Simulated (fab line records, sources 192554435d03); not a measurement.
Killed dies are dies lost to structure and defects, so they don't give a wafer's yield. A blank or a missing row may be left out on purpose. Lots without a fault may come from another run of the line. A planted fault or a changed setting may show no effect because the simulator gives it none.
fab line records | flow n5_finfet
record lots=9 wafers=26 last_day=17
route steps=1938 shown BEOL_M1@774 BEOL_M4@1111 PASSIVATION@1936
lots that met no fault: from a run of the same line without faults
start_h: hours from the record's first day to the start of the lot's first wafer shown | wait_h: hours since the lot's step before | " the same as in the row above | L1.1+2: a row that stands for several wafers | - no value, or no start given | * or withheld: withheld | < > ~ a bound
route shown NAME@n: a module of which the file shows steps, and the number in the route of the first | usual: mean/standard deviation of fault-free wafers | same: alike in all rows | chamber/n: place in a boat | sites: the reading at each site | _std_site: their standard deviation | _edge_site: outer sites' mean less inner sites' | radius_mm: how far each site lies from the wafer's centre | mask NAME#n: copy n | behind: the tool/chamber that last shaped the wafer | hold: why the lot was held/for how many hours/how that ended | device: the transistor (n, p or np) that didn't switch | end of line: the same wafers' tests at the end of the route | a step without rows: its recipe alone | killed: dies lost to structure and defects at the first sort, not the wafer's yield | map: a wafer's dies, x killed, . not, _ none there
set.NAME: the setting as run; set.NAME@STEP: as run at that earlier step | model.NAME: the simulator's own value behind a step, which no gauge read
steps of the route over a sample of lots; a table a step, a row a wafer
services: from which hour (start_h, from the record's first day; less than 0 if before it) a tool's chamber was out of use, for how many hours, and why
## steps
# step N5_BEOL_M1_HM_OPEN_17
# recipe chemistry=Cl2/BCl3 target_depth_a=200 overetch_a=60 target=TiN mask_material=SOC ion_energy_ev=150 pressure_mtorr=10 icp_w=1000 bias_w=126 Cl2_flow_sccm=53.25 bcl3_flow_sccm=21.75 Ar_flow_sccm=25
# usual drypump_motor_current_A=5.75/0.19 oes_product_au=0.68/0.06 rf_fwd_power_W=992/3.3 throttle_valve_pct=22.08/0.13
# columns lot.wafer tool chamber start_h wait_h drypump_motor_current_A oes_product_au rf_fwd_power_W rf_hours_counter_h throttle_valve_pct
L184.2 rie_metal-02 1 130.98 0.0 5.83 0.61 994 65 22.19
L184.5 " 0 " " 5.90 0.74 998 - 22.16
L184.6 " 1 " " 5.83 0.62 993 - 22.19
L186.4 rie_metal-02 0 147.01 0.1 5.84 0.74 996 - 22.18
L186.5 " 0 " " 5.85 0.74 992 - 22.16
L186.6 " 0 " " 5.84 0.74 1000 - 22.17
L187.3 rie_metal-03 1 155.12 0.1 5.43 0.73 987 - 21.94
L187.4 " 0 " " 5.96 0.74 991 - 22.01
L187.6 " 1 " " 5.42 0.73 991 - 21.96
L196.2 rie_metal-01 1 208.49 0.0 5.63 0.60 994 66 22.02
L196.3 " 0 " " 5.54 0.60 990 - 21.76
L196.4 " 1 " " 5.64 0.61 999 - 22.01
L197.2 rie_metal-03 1 208.52 0.0 5.43 0.71 985 28 21.96
L197.4 " 0 " " 5.96 0.72 985 - 22.04
L197.6 " 0 " " 5.97 0.72 990 - 22.03
L198.2 rie_metal-02 0 220.61 0.1 5.86 0.71 994 27 22.19
L198.3 " 1 " " 5.86 0.59 995 - 22.22
L198.4 " 0 " " 5.83 0.70 988 - 22.19
L200.2 rie_metal-02 1 232.88 0.0 5.83 0.60 994 74 22.21
L200.3 " 1 " " 5.85 0.59 996 - 22.23
L200.4 " 0 " " 5.90 0.70 997 - 22.18
L203.5 rie_metal-03 1 247.60 0.1 5.42 0.71 986 - 21.97
L203.6 " 0 " " 6.01 0.71 993 - 22.05
L205.4 rie_metal-02 0 262.73 0.1 5.78 0.68 994 - 22.23
L205.5 " 1 " " 5.85 0.59 994 - 22.24
L205.6 " 0 " " 5.79 0.69 992 - 22.22
# step N5_BEOL_M1_ETCH_69
# recipe chemistry=CF4 target=SiARC target_depth_a=156 mask_material=CAR-EUV time_s=26 ion_energy_ev=80 pressure_mtorr=40 source_w=545 bias_w=36 Ar_flow_sccm=100 cf4_flow_sccm=100 ends=cleared
# usual drypump_motor_current_A=5.6/0.36 etch_rf_on_time_s=26.0/0.62 oes_product_au=0.68/0.08 rf_fwd_power_W=532.2/2 rf_vpp_V=183.8/1.3 showerhead_plenum_p_Torr=2.12/0.074 throttle_valve_pct=15.55/0.28
# columns lot.wafer tool chamber start_h wait_h drypump_motor_current_A etch_rf_on_time_s oes_product_au rf_fwd_power_W rf_hours_counter_h rf_vpp_V showerhead_plenum_p_Torr throttle_valve_pct
L184.2 rie_diel-02 0 131.78 0.0 5.3 25.9 0.76 532.2 20 184.7 2.19 15.38
L184.5 " 2 " " 5.5 25.7 0.77 530.0 - 185.1 2.11 15.29
L184.6 " 3 " " 6.2 26.6 0.58 530.6 - 183.2 2.03 15.82
L186.4 rie_diel-03 3 147.86 0.0 5.4 26.5 0.64 531.4 130 183.6 2.15 15.33
L186.5 " 0 " " 5.9 24.8 0.70 533.1 - 184.1 2.07 15.55
L186.6 " 1 " " 5.0 26.0 0.63 530.5 - 183.8 2.03 15.51
L187.3 rie_diel-02 2 155.88 0.0 5.5 25.5 0.76 533.9 22 182.4 2.10 15.31
L187.4 " 0 " " 5.3 25.7 0.75 535.6 28 184.0 2.19 15.38
L187.6 " 2 " " 5.5 25.7 0.76 532.1 - 181.3 2.10 15.31
L196.2 rie_diel-02 2 209.17 0.0 5.5 17.5 0.91 532.2 41 182.9 2.10 15.37
L196.3 " 0 " " 5.3 17.7 0.90 531.6 47 184.7 2.18 15.44
L196.4 " 1 " " 5.9 17.7 1.03 535.2 - 185.1 2.11 14.99
L197.2 rie_diel-02 1 209.28 0.0 5.8 17.7 1.04 531.8 4 184.6 2.11 14.99
L197.4 " 2 " " 5.6 17.5 0.93 532.1 - 183.1 2.10 15.34
L197.6 " 1 " " 5.8 17.6 1.04 534.4 - 184.6 2.11 14.99
L198.2 rie_diel-05 0 221.32 0.0 5.4 25.9 0.61 534.6 174 184.0 2.05 15.77
L198.3 " 1 " " 6.1 25.4 0.80 535.4 9 184.8 2.28 15.29
L198.4 " 3 " " 5.7 27.4 0.61 531.1 190 181.9 2.05 15.85
L200.2 rie_diel-02 0 233.58 0.0 5.3 17.6 0.90 531.8 58 182.8 2.18 15.46
L200.3 " 1 " " 5.9 17.9 0.99 531.6 15 184.1 2.11 15.02
L200.4 " 2 " " 5.5 17.5 0.91 532.2 44 183.3 2.10 15.36
L203.5 rie_diel-05 0 248.25 0.0 5.4 25.9 0.60 532.2 - 181.4 2.05 15.80
L203.6 " 1 " " 6.1 24.9 0.78 533.0 - 185.6 2.27 15.32
L205.4 rie_diel-03 0 263.42 0.0 5.9 25.0 0.67 536.4 - 183.5 2.06 15.61
L205.5 " 1 " " 5.0 26.7 0.59 534.1 - 181.7 2.02 15.61
L205.6 " 2 " " 5.1 26.1 0.59 532.9 - 184.7 2.20 15.82
# step N5_BEOL_M1_ETCHBACK_99
# recipe chemistry=CHF3 target=SiO2 target_depth_a=50 time_s=10.4 source_w=215 bias_w=47 Ar_flow_sccm=200 CHF3_flow_sccm=12 ion_energy_ev=100 pressure_mtorr=30
# usual drypump_motor_current_A=5.6/0.38 oes_f_703_au=0.78/0.087 oes_product_au=0.78/0.094 rf_fwd_power_W=212.7/0.79 rf_vpp_V=241/3.7 showerhead_plenum_p_Torr=2.13/0.077 throttle_valve_pct=17.03/0.23
# columns lot.wafer tool chamber start_h wait_h drypump_motor_current_A oes_f_703_au oes_product_au rf_fwd_power_W rf_hours_counter_h rf_vpp_V showerhead_plenum_p_Torr throttle_valve_pct
L184.2 rie_diel-02 0 132.42 0.5 5.3 0.88 0.89 213.5 21 246 2.20 16.83
L184.5 " 0 " " 5.3 0.88 0.89 213.7 - 246 2.20 16.84
L184.6 " 1 " " 5.8 0.67 0.68 212.0 - 241 2.13 16.88
L186.4 rie_diel-02 0 150.52 2.5 5.3 0.86 0.89 213.5 26 245 2.20 16.84
L186.5 " 3 " " 6.2 0.69 0.67 211.9 - 236 2.03 17.22
L186.6 " 0 " " 5.3 0.87 0.89 213.3 - 246 2.20 16.83
L187.3 rie_diel-02 1 156.79 0.6 5.8 0.67 0.68 211.5 243 241 2.13 16.92
L187.4 " 0 " " 5.3 0.86 0.88 214.3 28 247 2.20 16.83
L187.6 " 3 " " 6.2 0.69 0.68 211.9 - 237 2.03 17.22
L196.2 rie_diel-02 2 212.14 2.8 5.5 0.84 0.85 212.1 42 242 2.11 16.88
L196.3 " 0 " " 5.3 0.82 0.85 213.8 49 247 2.19 16.88
L196.4 " 2 " " 5.5 0.85 0.86 213.2 - 242 2.11 16.89
L197.2 rie_diel-02 1 214.69 5.3 5.8 0.92 0.96 211.4 7 241 2.12 16.50
L197.4 " 0 " " 5.3 0.82 0.85 213.8 - 247 2.19 16.89
L197.6 " 1 " " 5.8 0.92 0.95 213.0 - 243 2.12 16.51
L198.2 rie_diel-02 3 231.39 9.9 6.2 0.96 0.97 212.4 1 241 2.29 16.85
L198.3 " 1 " " 5.9 0.90 0.92 211.9 14 243 2.12 16.50
L198.4 " 0 " " 5.3 0.81 0.83 213.0 - 247 2.19 16.89
L200.2 rie_diel-05 1 239.44 5.7 6.1 0.91 0.93 213.2 15 245 2.31 16.89
L200.3 " 3 " " 5.8 0.70 0.71 212.6 196 243 2.05 17.30
L200.4 " 3 " " 5.7 0.69 0.71 212.5 - 242 2.05 17.29
L203.5 rie_diel-05 3 249.76 1.4 5.8 0.69 0.71 212.3 - 242 2.05 17.29
L203.6 " 0 " " 5.4 0.71 0.72 212.0 - 243 2.06 17.30
L205.4 rie_diel-03 2 264.06 0.5 5.1 0.71 0.70 210.6 - 239 2.21 17.24
L205.5 " 0 " " 5.9 0.80 0.77 214.1 - 232 2.07 17.06
L205.6 " 1 " " 5.0 0.72 0.70 211.5 - 240 2.03 17.06
# step N5_BEOL_M1_STRIP_36
# recipe chemistry=N2/H2 power_w=450 temp_c=40 pressure_mtorr=20 rf_frequency_hz=6e+07 overash_fraction=0.3 bias_power_w=7 h2_frac=0.5 n2_flow_sccm=200 h2_flow_sccm=200
# usual drypump_motor_current_A=5.6/0.38 oes_product_au=0.79/0.093 rf_vpp_V=59.1/1.4 showerhead_plenum_p_Torr=2.50/0.093 temp_c=40.00/0.11 throttle_valve_pct=23.6/0.4
# columns lot.wafer tool chamber start_h wait_h drypump_motor_current_A oes_product_au rf_hours_counter_h rf_vpp_V showerhead_plenum_p_Torr temp_c throttle_valve_pct
L184.2 rie_diel-02 0 132.62 0.0 5.3 0.89 21 61.9 2.59 39.89 23.4
L184.5 " 0 " " 5.3 0.90 - 59.6 2.59 40.06 23.4
L184.6 " 1 " " 5.8 0.69 - 58.2 2.49 40.18 23.1
L186.4 rie_diel-02 0 150.71 0.0 5.3 0.88 26 59.0 2.59 39.98 23.4
L186.5 " 3 " " 6.2 0.68 - 56.4 2.40 40.05 24.0
L186.6 " 0 " " 5.3 0.89 - 57.1 2.59 39.86 23.4
L187.3 rie_diel-02 1 156.99 0.0 5.8 0.68 243 56.6 2.49 40.05 23.1
L187.4 " 0 " " 5.3 0.88 28 59.6 2.59 40.05 23.4
L187.6 " 3 " " 6.2 0.69 - 58.8 2.40 40.04 24.0
L196.2 rie_diel-02 2 212.34 0.0 5.5 0.85 42 59.5 2.48 40.24 23.3
L196.3 " 0 " " 5.3 0.86 49 59.3 2.58 40.07 23.4
L196.4 " 2 " " 5.5 0.86 - 60.0 2.48 40.25 23.4
L197.2 rie_diel-02 1 214.89 0.0 5.8 0.95 7 60.1 2.48 40.01 22.8
L197.4 " 0 " " 5.3 0.83 - 61.2 2.58 39.86 23.4
L197.6 " 1 " " 5.9 0.94 - 58.5 2.48 39.94 22.8
L198.2 rie_diel-02 3 231.58 0.0 6.2 0.98 1 56.6 2.71 39.91 23.9
L198.3 " 1 " " 5.8 0.94 14 58.5 2.48 39.92 22.9
L198.4 " 0 " " 5.3 0.84 - 59.3 2.57 40.00 23.4
L200.2 rie_diel-05 1 239.64 0.0 6.1 0.92 15 59.5 2.71 39.91 23.4
L200.3 " 3 " " 5.8 0.70 196 59.0 2.41 40.06 23.7
L200.4 " 3 " " 5.7 0.72 - 59.3 2.41 40.00 23.7
L203.5 rie_diel-05 3 249.96 0.0 5.8 0.72 - 56.5 2.41 39.93 23.7
L203.6 " 0 " " 5.4 0.71 - 59.3 2.44 40.04 24.2
L205.4 rie_diel-03 2 264.26 0.0 5.1 0.69 - 59.6 2.61 39.88 24.1
L205.5 " 0 " " 5.9 0.75 - 58.9 2.41 40.12 23.2
L205.6 " 1 " " 5.0 0.70 - 58.9 2.40 39.96 23.7
# step N5_BEOL_M4_RC_MEAS_101
# usual DIBL_N=36.6/1.8 DIBL_P=37.1/2.1 IOFF_N=0.17/0.033 IOFF_P=0.23/0.039 ION_N=681/13 ION_P=467/8.7 SS_N=71.6/0.59 SS_P=73.4/0.63 VT_N=249/3.4 VT_P=-249/3.7
# columns lot.wafer tool chamber start_h wait_h DIBL_N[mV/V] DIBL_P[mV/V] IOFF_N[nA/um] IOFF_P[nA/um] ION_N[uA/um] ION_P[uA/um] SS_N[mV/dec] SS_P[mV/dec] VT_N[mV] VT_P[mV]
L184.2 prober-01 0 184.07 0.2 38.0 40.2 0.19 0.25 693 471 71.1 73.5 245 -248
L184.5 " 0 " " 38.2 38.5 0.18 0.21 672 456 71.4 72.3 249 -251
L184.6 " 0 " " 38.5 40.0 0.18 0.24 686 468 71.2 73.1 249 -248
L186.4 prober-01 0 188.52 0.9 35.7 34.3 0.13 0.18 659 458 71.4 73.7 254 -255
L186.5 " 0 " " 39.7 39.0 0.20 0.24 683 468 72.0 74.4 248 -250
L186.6 " 0 " " 36.5 35.1 0.15 0.18 682 461 71.5 73.4 248 -254
L187.3 prober-01 0 203.14 0.3 32.4 32.3 0.11 0.14 664 453 70.3 72.2 253 -255
L187.4 " 0 " " 37.3 37.8 0.19 0.21 687 466 72.4 73.7 246 -250
L187.6 " 0 " " 35.6 35.1 0.15 0.17 676 462 72.0 72.6 251 -256
L197.2 prober-02 0 261.68 0.2 36.3 36.1 0.16 0.20 667 456 72.0 73.0 252 -253
L197.4 " 0 " " 37.7 38.0 0.18 0.22 707 475 72.2 73.9 248 -252
L197.6 " 0 " " 36.1 35.1 0.15 0.19 683 463 71.9 72.8 253 -254
L196.2 prober-02 0 262.85 0.2 36.9 38.0 0.18 0.20 693 464 71.8 74.5 248 -251
L196.3 " 0 " " 36.6 36.7 0.15 0.17 659 448 73.0 73.7 252 -257
L196.4 " 0 " " 34.4 34.3 0.12 0.14 656 446 71.8 73.4 253 -259
L198.2 prober-02 0 269.04 0.2 38.4 38.3 0.20 0.25 688 467 72.3 74.1 249 -248
L198.3 " 0 " " 36.0 36.4 0.16 0.23 664 462 71.3 72.6 253 -250
L198.4 " 0 " " 36.4 36.4 0.17 0.23 671 463 72.0 72.9 249 -248
L200.2 prober-01 0 285.85 0.2 41.1 37.9 0.23 0.26 681 464 72.8 73.4 247 -248
L200.3 " 0 " " 38.7 36.7 0.17 0.24 688 470 71.3 73.5 252 -248
L200.4 " 0 " " 42.3 40.7 0.27 0.31 699 473 72.5 74.0 245 -246
L203.5 prober-01 0 292.24 0.6 41.7 43.4 0.33 0.40 728 499 72.3 75.2 237 -238
L203.6 " 0 " " 36.8 36.5 0.17 0.23 681 472 71.1 73.5 248 -248
L205.4 prober-01 0 300.35 0.5 37.6 36.1 0.19 0.23 680 465 71.9 73.3 248 -248
L205.5 " 0 " " 35.7 34.1 0.15 0.19 683 460 71.6 72.8 249 -250
L205.6 " 0 " " 35.8 33.4 0.14 0.19 659 454 71.4 72.7 251 -250
# step N5_PASSIVATION_PROBE_49
# usual defect_limited_yield=91.1/1.4 killed_at_M0_to_M3=32/9.4 killed_at_M4_up=14/5.1 killed_at_contacts=11/5.5 killed_at_front_end=44/13 killed_at_other=4/3.2 killed_dies=104/16 killed_open=70/12 killed_short=33/7.8 sort_bin_4_leakage=0.01/0.057 sort_bin_5_function=5.1/0.91 sort_bin_6_memory=3.4/0.63 sort_n_pass=1075/16 sort_yield_pct=91.2/1.4
# same gross_dies=1180 killed_at_back_side=0 sort_bin_8_speed[%]=0
# columns lot.wafer tool chamber start_h wait_h defect_limited_yield[%] killed_at_M0_to_M3 killed_at_M4_up killed_at_contacts killed_at_front_end killed_at_other killed_dies killed_open killed_short sort_bin_4_leakage[%] sort_bin_5_function[%] sort_bin_6_memory[%] sort_n_pass sort_yield_pct[%]
L184.2 prober-01 - 287.97 0.1 92.6 32 15 7 30 3 87 57 30 0 3.8 3.3 1093 92.6
L184.5 prober-01 - 288.12 0.2 92.5 28 19 14 28 0 89 61 27 0 4.3 3.1 1091 92.5
L184.6 prober-01 - 288.17 0.3 93.2 30 16 8 23 3 80 50 30 0 3.9 2.7 1100 93.2
L186.4 prober-01 - 293.70 0.2 92.9 23 10 13 35 3 84 53 30 0 3.7 3.1 1096 92.9
L186.5 prober-01 - 293.75 0.2 92.7 31 5 9 38 3 86 65 21 0 4.2 3.0 1094 92.7
L186.6 prober-01 - 293.80 0.3 91.5 38 8 13 38 3 100 68 31 0 4.9 3.1 1080 91.5
L187.3 prober-01 - 300.91 0.3 93.1 35 13 4 26 3 81 55 25 0 4.0 2.5 1099 93.1
L187.4 prober-01 - 300.96 0.4 91.1 35 12 7 46 5 105 66 39 0 5.0 3.7 1075 91.1
L187.6 prober-01 - 301.06 0.5 92.4 31 10 9 40 0 90 61 29 0 4.5 3.1 1090 92.4
L196.2 prober-01 - 367.93 0.1 92.8 18 10 7 35 15 85 53 32 0 4.3 2.4 1095 92.8
L196.3 prober-01 - 367.98 0.1 93.1 20 10 14 32 5 81 54 27 0 3.8 2.9 1099 93.1
L196.4 prober-01 - 368.03 0.2 91.6 32 12 12 36 7 99 79 17 0 4.5 3.3 1081 91.6
L197.2 prober-02 - 370.15 0.1 91.4 24 6 12 53 6 101 72 27 0 5.1 3.4 1079 91.4
L197.4 prober-02 - 370.25 0.2 91.0 31 14 14 41 6 106 75 30 0 5.8 2.7 1074 91.0
L197.6 prober-02 - 370.35 0.3 90.6 42 7 13 48 1 111 75 35 0 5.0 4.2 1069 90.6
L198.2 prober-02 - 380.93 0.1 92.2 32 16 13 26 5 92 62 28 0 4.4 3.2 1088 92.2
L198.3 prober-02 - 380.98 0.1 89.3 48 15 13 40 10 126 76 48 0 6.6 4.0 1054 89.3
L198.4 prober-02 - 381.03 0.2 90.7 40 15 6 42 7 110 76 33 0 5.3 3.5 1070 90.7
L200.2 prober-01 - 384.28 0.1 89.1 43 10 21 53 2 129 89 39 0 6.3 4.2 1051 89.1
L200.3 prober-01 - 384.33 0.1 88.6 47 24 16 46 2 135 92 42 0 6.9 4.2 1045 88.6
L200.4 prober-01 - 384.38 0.2 89.7 32 22 4 51 12 121 79 41 0 6.1 3.6 1059 89.7
L203.5 prober-01 - 390.78 0.2 92.5 19 10 9 48 3 89 47 30 0.68 4.2 2.5 1083 91.8
L203.6 prober-01 - 390.83 0.3 89.4 19 9 11 84 2 125 82 38 0 6.9 3.6 1055 89.4
L205.4 prober-02 - 401.25 0.2 89.1 31 24 11 60 3 129 104 23 0 5.6 5.2 1051 89.1
L205.5 prober-02 - 401.30 0.2 90.3 36 21 4 50 4 115 83 29 0 6.3 3.1 1065 90.3
L205.6 prober-02 - 401.35 0.3 90.5 52 16 5 36 3 112 82 29 0 5.9 3.1 1068 90.5
# killed by level:class
L184.2 FIN_SAQP:geometric_particle:short=7 MOL_CONTACT_COAG:geometric_particle:open=7 BEOL_M0_SAQP:geometric_particle:short=7 BEOL_M3:geometric_particle:open=7 FIN_SAQP:geometric_particle:open=6 BEOL_M0_SAQP:geometric_particle:open=5 BEOL_M1:geometric_particle:open=4 BEOL_M3:geometric_particle:short=4
L184.5 MOL_CONTACT_COAG:geometric_particle:open=11 BEOL_M4:geometric_particle:open=9 BEOL_M0_SAQP:geometric_particle:open=8 BEOL_M0_SAQP:geometric_particle:short=6 BEOL_M3:geometric_particle:open=6 STI_FIN_REVEAL:geometric_particle:open=5 FIN_SAQP:geometric_particle:short=4 DUMMY_GATE:geometric_particle:open=4
L184.6 BEOL_M0_SAQP:geometric_particle:short=12 BEOL_M0_SAQP:geometric_particle:open=7 BEOL_M1:geometric_particle:open=7 FIN_SAQP:geometric_particle:short=6 MOL_CONTACT_COAG:geometric_particle:open=6 BEOL_M4:geometric_particle:open=5 GATE_CUT:geometric_particle:short=4 BEOL_M6:geometric_particle:open=3
L186.4 BEOL_M3:geometric_particle:open=10 MOL_CONTACT_COAG:geometric_particle:open=8 STI_FIN_REVEAL:geometric_particle:open=7 DUMMY_GATE:geometric_particle:open=6 BEOL_M2:geometric_particle:open=6 FIN_SAQP:geometric_particle:open=5 MOL_CONTACT_COAG:geometric_particle:short=5 FIN_SAQP:geometric_particle:short=4
L186.5 BEOL_M3:geometric_particle:open=14 STI_FIN_REVEAL:geometric_particle:open=12 MOL_CONTACT_COAG:geometric_particle:open=9 FIN_SAQP:geometric_particle:open=5 GATE_CUT:geometric_particle:open=5 BEOL_M3:geometric_particle:short=5 BEOL_M0_SAQP:geometric_particle:open=4 SPACER0:geometric_particle:short=3
L186.6 MOL_CONTACT_COAG:geometric_particle:open=11 STI_FIN_REVEAL:geometric_particle:open=10 FIN_SAQP:geometric_particle:open=8 BEOL_M0_SAQP:geometric_particle:short=8 BEOL_M3:geometric_particle:open=8 BEOL_M0_SAQP:geometric_particle:open=5 BEOL_M1:geometric_particle:open=5 BEOL_M4:geometric_particle:open=5
L187.3 BEOL_M3:geometric_particle:open=9 BEOL_M2:geometric_particle:open=9 BEOL_M0_SAQP:geometric_particle:short=8 FIN_SAQP:geometric_particle:open=6 STI_FIN_REVEAL:geometric_particle:open=5 GATE_CUT:geometric_particle:short=5 BEOL_M0_SAQP:geometric_particle:open=4 BEOL_M4:geometric_particle:open=4
L187.4 BEOL_M0_SAQP:geometric_particle:short=10 FIN_SAQP:geometric_particle:short=9 BEOL_M0_SAQP:geometric_particle:open=8 STI_FIN_REVEAL:geometric_particle:open=7 MOL_CONTACT_COAG:geometric_particle:open=7 FIN_SAQP:geometric_particle:open=6 GATE_CUT:geometric_particle:open=6 GATE_CUT:geometric_particle:short=6
L187.6 BEOL_M3:geometric_particle:open=14 FIN_SAQP:geometric_particle:open=10 FIN_SAQP:geometric_particle:short=9 MOL_CONTACT_COAG:geometric_particle:open=9 BEOL_M0_SAQP:geometric_particle:open=8 STI_FIN_REVEAL:geometric_particle:open=6 BEOL_M0_SAQP:geometric_particle:short=5 GATE_CUT:geometric_particle:short=4
L196.2 FIN_SAQP:geometric_particle:open=6 BEOL_M0_SAQP:geometric_particle:open=6 BEOL_M3:geometric_particle:open=6 GATE_CUT:geometric_particle:short=5 MIM_TOP:geometric_particle:short=5 GATE_CUT:geometric_particle:open=4 DUMMY_GATE:geometric_particle:open=4 MOL_CONTACT_COAG:geometric_particle:open=4
L196.3 MOL_CONTACT_COAG:geometric_particle:open=13 FIN_SAQP:geometric_particle:short=8 FIN_SAQP:geometric_particle:open=6 DUMMY_GATE:geometric_particle:open=6 BEOL_M3:geometric_particle:open=4 BEOL_M4:geometric_particle:open=4 GATE_CUT:geometric_particle:short=3 GATE_CUT:geometric_particle:open=3
L196.4 MOL_CONTACT_COAG:geometric_particle:open=11 BEOL_M3:geometric_particle:open=10 STI_FIN_REVEAL:geometric_particle:open=9 BEOL_M4:geometric_particle:open=7 BEOL_M0_SAQP:geometric_particle:open=6 FIN_SAQP:geometric_particle:open=5 DUMMY_GATE:geometric_particle:open=5 BEOL_M1:geometric_particle:open=5
L197.2 STI_FIN_REVEAL:geometric_particle:open=28 MOL_CONTACT_COAG:geometric_particle:open=10 BEOL_M2:geometric_particle:open=8 STI_FIN_REVEAL:geometric_particle:short=5 FIN_SAQP:geometric_particle:short=4 GATE_CUT:geometric_particle:short=4 BEOL_M1:geometric_particle:open=4 DUMMY_GATE:geometric_particle:open=3
L197.4 STI_FIN_REVEAL:geometric_particle:open=14 MOL_CONTACT_COAG:geometric_particle:open=11 BEOL_M4:geometric_particle:open=8 BEOL_M1:geometric_particle:open=7 ILD0:geometric_particle:short=6 FIN_SAQP:geometric_particle:short=4 BEOL_M0_SAQP:geometric_particle:open=4 BEOL_M0:geometric_particle:open=4
L197.6 MOL_CONTACT_COAG:geometric_particle:open=11 BEOL_M2:geometric_particle:open=11 DUMMY_GATE:geometric_particle:open=8 BEOL_M1:geometric_particle:open=8 STI_FIN_REVEAL:geometric_particle:open=7 GATE_CUT:geometric_particle:open=6 BEOL_M0_SAQP:geometric_particle:short=6 BEOL_M3:geometric_particle:open=6
L198.2 MOL_CONTACT_COAG:geometric_particle:open=11 BEOL_M1:geometric_particle:open=9 GATE_CUT:geometric_particle:short=6 BEOL_M0_SAQP:geometric_particle:short=6 BEOL_M3:geometric_particle:open=6 FIN_SAQP:geometric_particle:open=5 BEOL_M0_SAQP:geometric_particle:open=5 FIN_SAQP:geometric_particle:short=4
L198.3 BEOL_M0_SAQP:geometric_particle:open=12 BEOL_M0_SAQP:geometric_particle:short=12 MOL_CONTACT_COAG:geometric_particle:open=11 FIN_SAQP:geometric_particle:open=7 DUMMY_GATE:geometric_particle:open=6 BEOL_M1:geometric_particle:open=6 MIM_TOP:geometric_particle:short=5 FIN_SAQP:geometric_particle:short=4
L198.4 BEOL_M1:geometric_particle:open=15 FIN_SAQP:geometric_particle:short=13 BEOL_M4:geometric_particle:open=11 BEOL_M0_SAQP:geometric_particle:open=10 FIN_SAQP:geometric_particle:open=7 BEOL_M0_SAQP:geometric_particle:short=6 STARTING-WAFER:geometric_particle:open=5 MOL_CONTACT_COAG:geometric_particle:open=4
L200.2 STI_FIN_REVEAL:geometric_particle:open=25 MOL_CONTACT_COAG:geometric_particle:open=17 BEOL_M0_SAQP:geometric_particle:open=12 BEOL_M0_SAQP:geometric_particle:short=11 BEOL_M2:geometric_particle:open=6 BEOL_M2:geometric_particle:short=5 FIN_SAQP:geometric_particle:short=4 FIN_SAQP:geometric_particle:open=4
L200.3 STI_FIN_REVEAL:geometric_particle:open=20 MOL_CONTACT_COAG:geometric_particle:open=13 BEOL_M4:geometric_particle:open=12 BEOL_M3:geometric_particle:open=10 BEOL_M0_SAQP:geometric_particle:short=9 BEOL_M0_SAQP:geometric_particle:open=8 BEOL_M0:geometric_particle:open=8 FIN_SAQP:geometric_particle:short=7
L200.4 STI_FIN_REVEAL:geometric_particle:open=15 BEOL_M4:geometric_particle:open=11 FIN_SAQP:geometric_particle:short=9 DUMMY_GATE:geometric_particle:open=9 BEOL_M0_SAQP:geometric_particle:open=6 BEOL_M3:geometric_particle:open=6 FIN_SAQP:geometric_particle:open=5 BEOL_M0_SAQP:geometric_particle:short=5
L203.5 GATE_CUT:geometric_particle:short=9 HKMG_FIN:area_etch=9 STI_FIN_REVEAL:geometric_particle:open=7 BEOL_M1:geometric_particle:open=6 FIN_SAQP:geometric_particle:short=5 MOL_CONTACT_COAG:geometric_particle:open=5 BEOL_M3:geometric_particle:open=4 GATE_CUT:geometric_particle:open=4
L203.6 STI_FIN_REVEAL:geometric_particle:open=24 FIN_SAQP:geometric_particle:short=13 FIN_SAQP:geometric_particle:open=12 GATE_CUT:geometric_particle:open=9 MOL_CONTACT_COAG:geometric_particle:open=8 BEOL_M3:geometric_particle:open=7 BEOL_M1:geometric_particle:open=6 ILD0:geometric_particle:open=5
L205.4 STI_FIN_REVEAL:geometric_particle:open=29 MOL_CONTACT_COAG:geometric_particle:open=10 BEOL_M4:geometric_particle:open=10 BEOL_M2:geometric_particle:open=9 FIN_SAQP:geometric_particle:open=8 BEOL_M3:geometric_particle:open=7 BEOL_M0_SAQP:geometric_particle:open=6 GATE_CUT:geometric_particle:short=4
L205.5 FIN_SAQP:geometric_particle:open=18 BEOL_M2:geometric_particle:open=11 BEOL_M4:geometric_particle:open=8 FIN_SAQP:geometric_particle:short=7 BEOL_M5:geometric_particle:open=6 STARTING-WAFER:geometric_particle:short=5 DUMMY_GATE:geometric_particle:open=5 BEOL_M0_SAQP:geometric_particle:open=5
L205.6 BEOL_M2:geometric_particle:open=16 BEOL_M3:geometric_particle:open=11 DUMMY_GATE:geometric_particle:open=7 BEOL_M1:geometric_particle:open=7 FIN_SAQP:geometric_particle:open=6 GATE_CUT:geometric_particle:short=6 BEOL_M0_SAQP:geometric_particle:open=6 MOL_CONTACT_COAG:geometric_particle:open=5
## services
# columns tool chamber start_h hours kind
rie_diel-03 2 110.10 2.5 repair
rie_diel-03 2 125.63 4.1 repair
rie_metal-02 1 139.59 31.4 repair
rie_diel-02 1 146.26 4.1 repair
rie_metal-01 - 163.39 0.5 repair
rie_diel-05 1 177.00 - clean
rie_diel-05 1 177.00 - consumable_replace:focus_ring
rie_diel-05 1 177.00 - consumable_replace:showerhead
rie_diel-05 1 177.00 19.3 scheduled_down
rie_diel-05 1 177.00 19.3 vent_cycle
rie_diel-02 1 180.96 - clean
rie_diel-02 1 180.96 - consumable_replace:focus_ring
rie_diel-02 1 180.96 15.2 scheduled_down
rie_diel-02 1 180.96 15.2 vent_cycle
rie_metal-02 - 207.27 0.2 repair
rie_diel-02 3 207.76 - clean
rie_diel-02 3 207.76 - consumable_replace:focus_ring
rie_diel-02 3 207.76 - consumable_replace:showerhead
rie_metal-03 - 212.34 28.1 pm
rie_diel-02 2 216.74 15.8 repair
rie_diel-05 2 231.02 - clean
rie_diel-02 2 241.45 6.8 repair
rie_metal-01 0 257.98 2.9 repair
rie_diel-03 3 260.48 12.1 repair
## key
first_sign step=N5_BEOL_M1_ETCH_69 reading=etch_rf_on_time_s direction=down sigmas=14 usual=* struck=*
effect step=N5_BEOL_M1_ETCH_69 reading=oes_product_au direction=up sigmas=3.6 usual=0.68 struck=0.96
met_at N5_BEOL_M1_ETCH_69
struck_lots L196,L197,L200
not_acting_at N5_BEOL_M1_HM_OPEN_17,N5_BEOL_M1_ETCHBACK_99,N5_BEOL_M1_STRIP_36
onset_between 155.88 209.17
fault kind=process_parameter_drift tool=rie_diel-02 chamber=- onset_h=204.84 steps=N5_BEOL_M1_ETCH_69 channel=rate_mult offset=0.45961 shape=step end_h=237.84
